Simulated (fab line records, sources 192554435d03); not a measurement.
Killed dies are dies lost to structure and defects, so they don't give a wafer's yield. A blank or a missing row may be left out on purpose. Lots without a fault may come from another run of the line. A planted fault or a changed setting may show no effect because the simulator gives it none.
Chamber matching | flow n5_finfet | N5_GATE_CUT_HM_DEP_46 on pecvd-04: 3 sister chambers
The step deposits SiO2 from TEOS/O2, target thk 130 nm, time 26.6 s. 6 wafers are shown with their chamber, then 10 later ones without.

WAFERS WITH THEIR CHAMBER
wafer  | chamber | throttle_valve_pct (%) | showerhead_plenum_p_Torr (Torr)
L084.5 | 0       | 20.3                   | 8.37
L085.2 | 0       | 20.2                   | 8.38
L085.3 | 1       | 17.9                   | 8.34
L085.4 | 2       | 17.6                   | 8.32
L086.2 | 2       | 17.5                   | 8.32
L086.3 | 1       | 17.9                   | 8.34

WAFERS WITHOUT THEIR CHAMBER
wafer  | throttle_valve_pct (%) | showerhead_plenum_p_Torr (Torr)
L086.4 | 20.2                   | 8.38
L088.1 | 17.7                   | 8.34
L088.2 | 17.8                   | 8.35
L088.4 | 20.4                   | 8.39
L093.3 | 18.2                   | 8.33
L093.4 | 17.4                   | 8.32
L093.5 | 17.9                   | 8.36
L096.2 | 20.4                   | 8.37
L096.3 | 17.8                   | 8.32
L096.6 | 17.8                   | 8.32

WHICH CHAMBER EACH WENT THROUGH
wafer  | from the rows above     | in truth
L086.4 | 0                       | 0
L088.1 | 1                       | 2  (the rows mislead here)
L088.2 | 1                       | 1
L088.4 | 0                       | 0
L093.3 | 1                       | 1
L093.4 | 2                       | 2
L093.5 | 1                       | 1
L096.2 | 0                       | 0
L096.3 | can't be placed: 2 or 1 | 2
L096.6 | can't be placed: 2 or 1 | 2
Placed correctly: 7 of 10. Can't be placed from these rows: 2 (the true chamber is among the candidates in 2). Placed wrongly: 1.
How it was worked out, from the rows above alone: a wafer's distance from a chamber is the root of the sum, over the readings, of the square of ((its reading less the chamber's mean) divided by the reading's scatter). The wafer belongs to the nearest chamber; if the next one is less than 2 further off, it can't be placed. A chamber's mean is the mean of its shown wafers. The scatter: the root of (the sum of the squares of (reading less its chamber's mean) over the shown wafers, divided by (wafers less chambers)).
